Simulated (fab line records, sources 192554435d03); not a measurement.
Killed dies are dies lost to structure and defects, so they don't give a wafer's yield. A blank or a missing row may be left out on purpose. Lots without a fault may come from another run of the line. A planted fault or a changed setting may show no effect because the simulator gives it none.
One fault seen from 3 desks | flow n5_finfet | each desk has only its own numbers; what lay behind them comes last
Where a reading is given only as a bound, like >300, the bound stands for it, and a mean or a difference that rests on one is marked > or <: the true number lies beyond.

THE METROLOGY DESK
What the gauges read, lot by lot, whatever tool the lot ran on: means of the sampled wafers that have a number. A lot is out of limits, marked OUT, if its mean lies more than 4 standard deviations from the usual mean; the brackets give that distance.
Columns: A = cd_nm at N5_MIM_BOT_LITHO_CD_MEAS_08, usual 3000.6 nm; B = MIM_BOT_OVL at N5_MIM_BOT_LITHO_OVL_MEAS_11, usual -1 nm; C = cd_nm at N5_PASSIVATION_CD_MEAS_10, usual 2999.3 nm; D = TV_OVL at N5_PASSIVATION_OVL_MEAS_60, usual 3 nm
lot  | first seen here | A      | B  | C      | D
L169 | day 13 07:17    | 3000.0 | -3 | 3001.1 | 1
L176 | day 14 23:02    | 3001.2 | -3 | 2996.1 | 4
L177 | day 15 05:22    | 2999.7 | 2  | 3000.1 | 1
L189 | day 18 10:22    | 2999.0 | -4 | 3001.2 | 8
L187 | day 18 10:31    | 3005.8 | -3 | 2998.6 | 6
L190 | day 19 06:46    | 3002.3 | -2 | 2996.0 | 3
This desk's finding: nothing out of limits on any of the 6 lots.

THE TOOL OWNER'S DESK: pecvd-03
The tool's own readings at N5_PASSIVATION_PECVD_01 (deposits SiNx from SiH4/NH3/N2, target thk 200 nm, time 43.2 s): means of the sampled wafers that have a number, for each lot that ran on this tool. A lot is out of limits, marked OUT, if its mean lies more than 4 standard deviations from the usual mean; the brackets give that distance.
Columns: A = heater_power_w at N5_PASSIVATION_PECVD_01, usual 376 W; B = showerhead_plenum_p_Torr at N5_PASSIVATION_PECVD_01, usual 8.66 Torr; C = throttle_valve_pct at N5_PASSIVATION_PECVD_01, usual 29.7 %
lot  | first seen here | A   | B    | C
L169 | day 13 08:17    | 451 | 8.68 | 28.0
L176 | day 15 01:11    | 586 | 8.72 | 28.1
L177 | day 15 06:23    | 581 | 8.71 | 27.9
This desk's finding: nothing out of limits on any of the 3 lots.

THE DEFECT DESK
What the inspections along the route counted, lot by lot: means of the sampled wafers that have a number. A lot is out of limits, marked OUT, if its mean lies more than 4 standard deviations from the usual mean; the brackets give that distance.
Columns: A = raw_defect_count at N5_MIM_BOT_LITHO_INSPECT_12, usual 1.9; B = raw_defect_count at N5_PASSIVATION_INSPECT_61, usual 2.1
lot  | first seen here | A   | B
L169 | day 13 07:20    | 1.7 | 3.0
L176 | day 14 23:05    | 1.3 | >300 (+99 or more) OUT
L177 | day 15 05:26    | 1.3 | >300 (+99 or more) OUT
L189 | day 18 10:25    | 3.0 | 1.3
L187 | day 18 10:34    | 2.5 | 1.5
L190 | day 19 06:49    | 2.7 | 1.0
This desk's finding: out of limits on L176, L177; first on L176, day 15 02:58 (raw_defect_count at N5_PASSIVATION_INSPECT_61). In limits: L169, L189, L187, L190.

PUT TOGETHER
The defect desk could have raised an alarm at day 15 02:58, on L176, L177.
The metrology desk saw nothing out of limits.
The tool owner's desk saw nothing out of limits.
The metrology desk has L176, L177 on record, within its limits.
The tool owner's desk has L176, L177 on record, within its limits.
Of the lots named, all ran N5_PASSIVATION_PECVD_01 on pecvd-03.

WHAT THE SIMULATOR HAD PUT IN
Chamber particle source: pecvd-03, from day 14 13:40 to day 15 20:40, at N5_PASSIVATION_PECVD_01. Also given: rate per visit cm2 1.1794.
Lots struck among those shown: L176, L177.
Hours from the fault's start to each desk's first reading out of limits: the defect desk, 13.
